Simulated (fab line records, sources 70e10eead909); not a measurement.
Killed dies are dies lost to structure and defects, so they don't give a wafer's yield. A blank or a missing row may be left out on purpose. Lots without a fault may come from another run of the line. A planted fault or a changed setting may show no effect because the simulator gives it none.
A struck lot beside a sound one | flow nand_harc | 42 steps out of a route of 1302
Sound: wafers L899.4, L899.5, L899.6. Struck: wafer L886.3. (L886.2, L886.6 of the same lot were not struck and are left out.) The cause comes at the end.
At each step with rows: each side's tool, then ch and its chambers, then its first start. Under that, the readings that differ: sound wafers | struck wafers | difference of the means | sigmas: that difference in standard deviations of wafers without a fault.
alike: readings whose means differ by less than 2 such deviations, and words and numbers that are the same on both sides. not compared: withheld readings, readings that some wafer has no value for, bounds like >300 that may hide the same value, and numbers for which the record gives no deviation and whose values overlap.
The two part at a step that has a row with sigmas, a row that says differs or no value, or rows on one side only. Numbers that don't overlap but have no deviation are shown without sigmas and don't part them. A reading that every wafer of one side lacks parts them only if that side has two wafers or more.

first, 4 steps without rows for these wafers: NHARC_HYBRID_BOND_PRECLEAN_01 (cleans in DIW, time 300 s); NHARC_HYBRID_BOND_SRD_02 (time 30 s, dry time 20 s); NHARC_HYBRID_BOND_BOND_03; NHARC_HYBRID_BOND_ANNEAL_04 (time 7200 s).
NHARC_HYBRID_BOND_OVL_MEAS_05:
  sound on overlay-02, day 32 10:10; struck on overlay-01, day 26 21:39
  alike: overlay_x_nm, overlay_y_nm
NHARC_HYBRID_BOND_INSPECT_06: inspects for defects (ir void).
  sound on defect_inspect-01, day 32 10:14; struck on defect_inspect-01, day 26 21:42
  alike: raw_defect_count
then, 2 steps without rows for these wafers: NHARC_THIN_TSV_GRIND_00; NHARC_THIN_TSV_CMP_01 (polishes).
NHARC_THIN_TSV_THK_MEAS_02: measures by ir.
  sound on film_metro-02, day 32 14:14; struck on film_metro-02, day 26 23:49
  alike: thk_nm
then, 3 steps without rows for these wafers: NHARC_THIN_TSV_SRD_03; NHARC_THIN_TSV_PRECLEAN_41 (cleans in SC1); NHARC_THIN_TSV_SRD_42.
NHARC_THIN_TSV_DEP_43: deposits SiO2, target thk 1328.5 nm.
  sound on pecvd-03 ch 0,1,2, day 32 14:36; struck on pecvd-03 ch 2, day 27 00:06
  alike: rf_fwd_power_W, throttle_valve_pct
then, 8 steps without rows for these wafers: NHARC_THIN_TSV_DEHYDRATE_04 (time 120 s); NHARC_THIN_TSV_HMDS_05 (time 30 s); NHARC_THIN_TSV_COAT_06; NHARC_THIN_TSV_SOFTBAKE_07 (time 95 s); NHARC_THIN_TSV_EBR_08; NHARC_THIN_TSV_EXPOSE_09 (exposes mask TSV); NHARC_THIN_TSV_PEB_10 (peb time 85 s); NHARC_THIN_TSV_DEVELOP_11 (time 70 s).
NHARC_THIN_TSV_CD_MEAS_12: target cd 1000 nm.
  sound on cd_sem-01 ch 0, day 32 15:18; struck on cd_sem-01 ch 0, day 27 00:45
  alike: cd_nm
then, 1 step without rows for these wafers: NHARC_THIN_TSV_HARDBAKE_13 (time 80 s).
NHARC_THIN_TSV_DESCUM_14: chemistry O2, time 3 s.
  sound on rie_diel-01 ch 1,2, day 32 15:35; struck on rie_diel-10 ch 2, day 27 00:55
  reading                | sound                | struck | difference | sigmas
  rf_vpp_V (V)           | 58.1 58.2 57.1       | 55.5   | -2.3       | -2
  throttle_valve_pct (%) | 11.308 11.305 11.294 | 11.321 | +0.019     | +2
  alike: drypump_motor_current_A, oes_product_au, showerhead_plenum_p_Torr
  not compared: rf_hours_counter_h
then, 2 steps without rows for these wafers: NHARC_THIN_TSV_ETCH_44 (etches the open film in CF4/O2, target depth 1594.2 nm, time 797.1 s); NHARC_THIN_TSV_ETCH_15 (target depth 3000 nm, bosch target overetch cycles 2, bosch etch step 2.8 s).
NHARC_THIN_TSV_CD_MEAS_16:
  sound on cd_sem-01, day 32 16:25; struck on cd_sem-01, day 27 01:43
  alike: cd_nm
NHARC_THIN_TSV_STRIP_45: strips in O2.
  sound on plasma_asher-02 ch 0,1, day 32 16:37; struck on plasma_asher-02 ch 1, day 27 01:47
  alike: drypump_motor_current_A, heater_power_w
  not compared: rf_hours_counter_h
then, 7 steps without rows for these wafers: NHARC_THIN_TSV_STRIP_46 (strips in post etch residue remover, time 1200 s); NHARC_THIN_TSV_DEP_47 (deposits SiO2, target thk 200 nm); NHARC_THIN_TSV_ETCHBACK_48 (etches the open film in C4F8/Ar, target depth 1028.5 nm, time 405.17 s); NHARC_THIN_TSV_STRIP_62 (strips in N2/H2, time 20 s); NHARC_THIN_TSV_DEGAS_49 (time 120 s); NHARC_THIN_TSV_PRE_CLEAN_50 (time 30 s); NHARC_THIN_TSV_PVD_19 (deposits TaN, target thk 20 nm).
NHARC_THIN_TSV_PVD_51: deposits Cu, target thk 100 nm.
  sound on pvd_sputter-03; struck on pvd_sputter-03
  reading                  | sound             | struck | difference | sigmas
  chamber_pressure_pa (Pa) | 4.990 5.009 5.008 | 4.981  | -0.021     | -2
  alike: throttle_valve_pct
then, 1 step without rows for these wafers: NHARC_THIN_TSV_ECD_20 (material Cu, target thk 2000 nm).
NHARC_THIN_TSV_ANNEAL_52: time 90 s.
  sound on rtp_anneal-01 ch 0, day 32 19:33; struck on rtp_anneal-01 ch 0, day 27 04:58
  alike: wafer_temp_C_max
then, 2 steps without rows for these wafers: NHARC_THIN_TSV_CMP_21 (polishes, t overpolish 30 s, target thk 2000 nm); NHARC_THIN_TSV_SRD_23.
NHARC_THIN_TSV_DEGAS_53: time 60 s.
  sound on pvd_sputter-03, day 32 20:14; struck on pvd_sputter-01, day 27 05:44
  alike: heater_power_w
NHARC_END_SORT_01:
  sound on prober-01 ch 0, day 33 08:08; struck on prober-01 ch 0, day 27 17:32
  reading                  | sound | struck | difference | sigmas
  defect_limited_yield (%) | 92.2  | 0      | -92        | -32
  killed_at_other          | 0     | 605    | +605       | +99 or more
  killed_dies              | 53    | 677    | +624       | +33
  alike: killed_at_array, killed_at_periphery, killed_open, killed_short

WHERE THEY PART
First at NHARC_THIN_TSV_DESCUM_14; last, within this record, at NHARC_END_SORT_01.

WHY: what the simulator had put in
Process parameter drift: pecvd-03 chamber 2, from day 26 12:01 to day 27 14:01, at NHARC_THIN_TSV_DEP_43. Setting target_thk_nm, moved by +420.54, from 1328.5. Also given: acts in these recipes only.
